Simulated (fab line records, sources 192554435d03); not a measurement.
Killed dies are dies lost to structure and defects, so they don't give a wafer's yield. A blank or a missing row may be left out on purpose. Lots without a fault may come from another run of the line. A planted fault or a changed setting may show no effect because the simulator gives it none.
Which tool did it? | flow n5_finfet | 8 lots, 24 wafers sampled, at 9 steps of a route of 1938

WHAT THE GAUGES READ, wafer by wafer
N5_DUMMY_GATE_INSPECT_27: inspects for defects (brightfield). Usual: raw_defect_count 298, standard deviation 77.
lot  | measured    | on                | raw_defect_count | flag
L741 | day 3 20:20 | defect_inspect-02 | 239 216 214      |
L745 | day 4 11:47 | defect_inspect-02 | 254 248 350      |
L749 | day 5 14:14 | defect_inspect-02 | 891 900 905      | OFF
L750 | day 6 02:58 | defect_inspect-02 | 1084 936 964     | OFF
L755 | day 7 00:43 | defect_inspect-02 | 435 390 393      |
L757 | day 7 17:23 | defect_inspect-02 | 249 253 309      |
L759 | day 8 00:43 | defect_inspect-02 | 184 156 178      |
L761 | day 8 15:20 | defect_inspect-02 | 340 179 275      |

N5_SPACER0_INSPECT_04: inspects for defects (darkfield). Usual: raw_defect_count 136, standard deviation 32.
lot  | measured    | on                | raw_defect_count | flag
L741 | day 3 21:32 | defect_inspect-02 | 102 81 98        |
L745 | day 4 12:29 | defect_inspect-01 | 134 115 154      |
L749 | day 5 14:50 | defect_inspect-01 | 783 758 757      | OFF
L750 | day 6 03:35 | defect_inspect-02 | 871 772 820      | OFF
L755 | day 7 02:24 | defect_inspect-01 | 194 213 171      |
L757 | day 7 18:00 | defect_inspect-01 | 106 107 115      |
L759 | day 8 01:20 | defect_inspect-01 | 93 88 87         |
L761 | day 8 15:56 | defect_inspect-01 | 129 92 133       |

N5_SD_EPI_N_INSPECT_11: inspects for defects (macro). Usual: raw_defect_count 2.2, standard deviation 1.4.
lot  | measured    | on                | raw_defect_count | flag
L741 | day 3 21:59 | defect_inspect-01 | 0 0 3            |
L745 | day 4 12:56 | defect_inspect-02 | 4 1 6            |
L749 | day 5 15:18 | defect_inspect-02 | >300 >300 >300   | OFF
L750 | day 6 03:55 | defect_inspect-02 | >300 >300 >300   | OFF
L755 | day 7 02:51 | defect_inspect-01 | 3 1 1            |
L757 | day 7 18:19 | defect_inspect-02 | 2 1 0            |
L759 | day 8 01:47 | defect_inspect-02 | 2 0 1            |
L761 | day 8 16:16 | defect_inspect-02 | 2 2 3            |

N5_SD_EPI_N_INSPECT_26: inspects for defects (darkfield). Usual: raw_defect_count 203, standard deviation 37.
lot  | measured    | on                | raw_defect_count | flag
L741 | day 4 02:08 | defect_inspect-01 | 175 161 178      |
L745 | day 4 17:51 | defect_inspect-01 | 200 202 193      |
L749 | day 5 19:29 | defect_inspect-02 | 882 830 795      | OFF
L750 | day 6 08:10 | defect_inspect-02 | 966 792 898      | OFF
L755 | day 7 09:14 | defect_inspect-02 | 253 277 242      |
L757 | day 7 22:40 | defect_inspect-02 | 148 151 160      |
L759 | day 8 06:47 | defect_inspect-02 | 257 214 201      |
L761 | day 8 20:19 | defect_inspect-01 | 240 147 179      |

N5_BEOL_M4_RC_MEAS_101. Usual: DIBL_N 35.9 mV/V, standard deviation 1.6; DIBL_P 35.6 mV/V, standard deviation 2.1; IOFF_N 0.149 nA/um, standard deviation 0.029; IOFF_P 0.20 nA/um, standard deviation 0.033; ION_N 671 uA/um, standard deviation 11; ION_P 460 uA/um, standard deviation 7.3; SS_N 71.4 mV/dec, standard deviation 0.62; SS_P 73.2 mV/dec, standard deviation 0.65; VT_N 251 mV, standard deviation 3.1; VT_P -251 mV, standard deviation 3.4.
lot  | measured     | on        | DIBL_N (mV/V)  | DIBL_P (mV/V)  | IOFF_N (nA/um)    | IOFF_P (nA/um) | ION_N (uA/um) | ION_P (uA/um) | SS_N (mV/dec)  | SS_P (mV/dec)  | VT_N (mV)   | VT_P (mV)      | flag
L741 | day 8 12:00  | prober-01 | 34.8 35.9 33.8 | 36.8 38.6 35.6 | 0.153 0.169 0.124 | 0.19 0.20 0.17 | 687 676 654   | 462 455 454   | 71.7 72.1 71.4 | 73.5 73.4 72.9 | 252 252 260 | -255 -253 -256 |
L745 | day 9 04:26  | prober-02 | 36.4 35.6 36.7 | 36.1 37.0 38.0 | 0.144 0.144 0.158 | 0.17 0.18 0.20 | 659 665 668   | 444 452 459   | 72.3 71.3 71.3 | 72.7 72.4 73.1 | 252 250 251 | -258 -254 -252 |
L749 | day 10 14:43 | prober-01 | 36.8 38.7 37.9 | 37.4 39.8 38.5 | 0.169 0.216 0.199 | 0.20 0.25 0.23 | 676 690 692   | 460 467 472   | 71.2 72.4 71.8 | 72.9 74.5 74.5 | 247 246 245 | -252 -249 -250 |
L750 | day 10 20:29 | prober-01 | 37.3 34.3 36.1 | 35.7 32.8 35.5 | 0.166 0.124 0.151 | 0.25 0.20 0.24 | 657 670 660   | 460 469 459   | 72.1 70.5 71.3 | 73.9 72.4 73.4 | 250 252 250 | -248 -249 -249 |
L755 | day 11 17:46 | prober-02 | 36.0 37.8 35.8 | 33.6 36.3 34.2 | 0.126 0.148 0.125 | 0.16 0.20 0.17 | 662 673 663   | 457 454 459   | 71.7 71.1 71.1 | 72.8 73.7 73.1 | 252 251 254 | -255 -251 -252 |
L757 | day 12 13:02 | prober-02 | 35.2 36.1 35.1 | 34.7 35.8 34.6 | 0.118 0.131 0.127 | 0.16 0.18 0.16 | 661 667 680   | 454 457 464   | 71.2 71.2 70.7 | 73.4 73.6 73.3 | 254 255 251 | -257 -252 -255 |
L759 | day 12 19:22 | prober-01 | 35.7 33.7 36.3 | 34.9 32.6 35.9 | 0.132 0.110 0.150 | 0.20 0.17 0.21 | 672 651 664   | 465 454 453   | 72.0 70.9 71.7 | 73.4 72.2 73.2 | 254 254 252 | -250 -249 -248 |
L761 | day 13 12:37 | prober-02 | 36.8 38.7 39.1 | 35.2 38.1 38.4 | 0.157 0.199 0.213 | 0.21 0.26 0.27 | 681 683 697   | 468 467 475   | 70.7 71.9 72.5 | 73.0 73.8 74.2 | 253 245 244 | -250 -244 -248 |

WHICH TOOL RAN EACH LOT (tool, then ch and the chambers of the sampled wafers, then the start)
lot  | N5_DUMMY_GATE_DESCUM_20           | N5_DUMMY_GATE_ETCH_23           | N5_DUMMY_GATE_ETCH_44           | N5_DUMMY_GATE_PRECLEAN_25
L741 | rie_diel-01 ch 1,3, day 3 19:10   | rie_si-06 ch 0,1,3, day 3 19:53 | rie_si-06 ch 0,1,3, day 3 19:56 | wet_bench-04 ch 2,6,7, day 3 20:14
L745 | rie_diel-04 ch 0,1,2, day 4 10:37 | rie_si-06 ch 1,2,3, day 4 11:19 | rie_si-06 ch 1,2,3, day 4 11:23 | wet_bench-05 ch 1,4,7, day 4 11:41
L749 | rie_diel-04 ch 1,2, day 5 12:32   | rie_si-03 ch 0,1, day 5 13:29   | rie_si-03 ch 0,1, day 5 13:32   | wet_bench-04 ch 5,6,7, day 5 14:08
L750 | rie_diel-03 ch 0,2,3, day 6 01:28 | rie_si-06 ch 1,3, day 6 02:20   | rie_si-06 ch 1,3, day 6 02:24   | wet_bench-04 ch 0,6,7, day 6 02:53
L755 | rie_diel-01 ch 0,1,3, day 6 23:14 | rie_si-03 ch 2,3, day 7 00:15   | rie_si-03 ch 2,3, day 7 00:18   | wet_bench-01 ch 0,3,7, day 7 00:36
L757 | rie_diel-04 ch 0,2,3, day 7 15:47 | rie_si-05 ch 0,1,3, day 7 16:30 | rie_si-05 ch 0,1,3, day 7 16:33 | wet_bench-05 ch 1,3,4, day 7 17:17
L759 | rie_diel-01 ch 1,2,3, day 7 23:34 | rie_si-03 ch 0,1,2, day 8 00:16 | rie_si-03 ch 0,1,2, day 8 00:20 | wet_bench-05 ch 1,2,5, day 8 00:37
L761 | rie_diel-03 ch 1,2,3, day 8 14:01 | rie_si-03 ch 0,1,3, day 8 14:46 | rie_si-03 ch 0,1,3, day 8 14:49 | wet_bench-05 ch 5,6,7, day 8 15:14
- N5_DUMMY_GATE_DESCUM_20: chemistry O2, time 6.2 s.
- N5_DUMMY_GATE_ETCH_23: etches poly-Si in HBr/Cl2/O2, target depth 41 nm, time 22.3 s.
- N5_DUMMY_GATE_ETCH_44: etches poly-Si in HBr/O2, stops on SiO2, target depth 127.5 nm.
- N5_DUMMY_GATE_PRECLEAN_25: cleans in O3/DIW, time 45 s.

WHAT THE TOOLS THEMSELVES READ (means of the sampled wafers that have a number; where no wafer has one, the mark that the record gives instead)
N5_DUMMY_GATE_DESCUM_20. Usual: drypump_motor_current_A 5.7 A, standard deviation 0.43; oes_product_au 0.75 a.u., standard deviation 0.06; rf_vpp_V 243.2 V, standard deviation 1.3; showerhead_plenum_p_Torr 2.11 Torr, standard deviation 0.066; throttle_valve_pct 20.5 %, standard deviation 0.3.
lot  | tool        | drypump_motor_current_A (A) | oes_product_au (a.u.) | rf_vpp_V (V) | showerhead_plenum_p_Torr (Torr) | throttle_valve_pct (%) | flag
L741 | rie_diel-01 | 5.9                         | 0.89                  | 242.9        | 2.09                            | 20.1                   |
L745 | rie_diel-04 | 5.5                         | 0.72                  | 243.1        | 2.09                            | 20.4                   |
L749 | rie_diel-04 | 5.9                         | 0.72                  | 243.7        | 2.15                            | 20.3                   |
L750 | rie_diel-03 | 5.5                         | 0.76                  | 243.5        | 2.13                            | 20.7                   |
L755 | rie_diel-01 | 5.7                         | 0.78                  | 243.3        | 2.10                            | 20.4                   |
L757 | rie_diel-04 | 5.5                         | 0.72                  | 243.2        | 2.09                            | 20.6                   |
L759 | rie_diel-01 | 6.0                         | 0.78                  | 242.6        | 2.08                            | 20.4                   |
L761 | rie_diel-03 | 5.5                         | 0.74                  | 242.5        | 2.10                            | 20.7                   |

N5_DUMMY_GATE_ETCH_23. Usual: drypump_motor_current_A 5.8 A, standard deviation 0.36; oes_product_au 1.010 a.u., standard deviation 0.018; throttle_valve_pct 37.1 %, standard deviation 0.35.
lot  | tool      | drypump_motor_current_A (A) | oes_product_au (a.u.) | throttle_valve_pct (%) | flag
L741 | rie_si-06 | 5.9                         | 0.991                 | 37.4                   |
L745 | rie_si-06 | 5.9                         | 1.005                 | 37.4                   |
L749 | rie_si-03 | 5.9                         | 1.003                 | 37.0                   |
L750 | rie_si-06 | 6.0                         | 0.997                 | 37.6                   |
L755 | rie_si-03 | 5.6                         | 1.025                 | 36.7                   |
L757 | rie_si-05 | 5.4                         | 0.988                 | 37.2                   |
L759 | rie_si-03 | 6.0                         | 1.011                 | 36.9                   |
L761 | rie_si-03 | 5.7                         | 1.012                 | 36.9                   |

N5_DUMMY_GATE_ETCH_44. Usual: drypump_motor_current_A 5.8 A, standard deviation 0.36; oes_product_au 0.737 a.u., standard deviation 0.012; throttle_valve_pct 18.46 %, standard deviation 0.18.
lot  | tool      | drypump_motor_current_A (A) | oes_product_au (a.u.) | throttle_valve_pct (%) | flag
L741 | rie_si-06 | 5.9                         | 0.729                 | 18.64                  |
L745 | rie_si-06 | 5.9                         | 0.734                 | 18.65                  |
L749 | rie_si-03 | 5.9                         | 0.732                 | 18.38                  |
L750 | rie_si-06 | 6.0                         | 0.740                 | 18.75                  |
L755 | rie_si-03 | 5.5                         | 0.749                 | 18.33                  |
L757 | rie_si-05 | 5.4                         | 0.725                 | 18.49                  |
L759 | rie_si-03 | 6.0                         | 0.737                 | 18.43                  |
L761 | rie_si-03 | 5.7                         | 0.740                 | 18.36                  |

THE ANSWER, worked out from the rows above alone
Rule: a lot is off if the mean of its wafers that have a number lies more than 3 standard deviations from the usual mean. A lot without any number at a reading at which 4 lots or more have one is off too. The other lots that the step has rows for count as sound. The gauges are gone through in route order, then the tools' own readings, and for those a lot's mean is taken as printed above. The first step at which some lot is off is used, and at that step the reading that is off furthest; a lot without a number counts as furthest.
Off: L749, L750, at N5_DUMMY_GATE_INSPECT_27 (raw_defect_count).
A tool fits if, at a process step before that reading, it ran every lot that is off, and no sound lot after the first of them. The gauges at N5_DUMMY_GATE_INSPECT_27 are tried like those tools. One fits: wet_bench-04 at N5_DUMMY_GATE_PRECLEAN_25. Its last sound lot is L741 (day 3 20:14), its first lot that is off L749 (day 5 14:08): a fault that began between those two fits.

WHAT THE SIMULATOR HAD PUT IN
Chamber particle source: wet_bench-04, from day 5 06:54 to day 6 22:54, at N5_DUMMY_GATE_PRECLEAN_25. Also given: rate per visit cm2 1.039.
Lots struck among those shown: L749, L750. The rule above found the same.
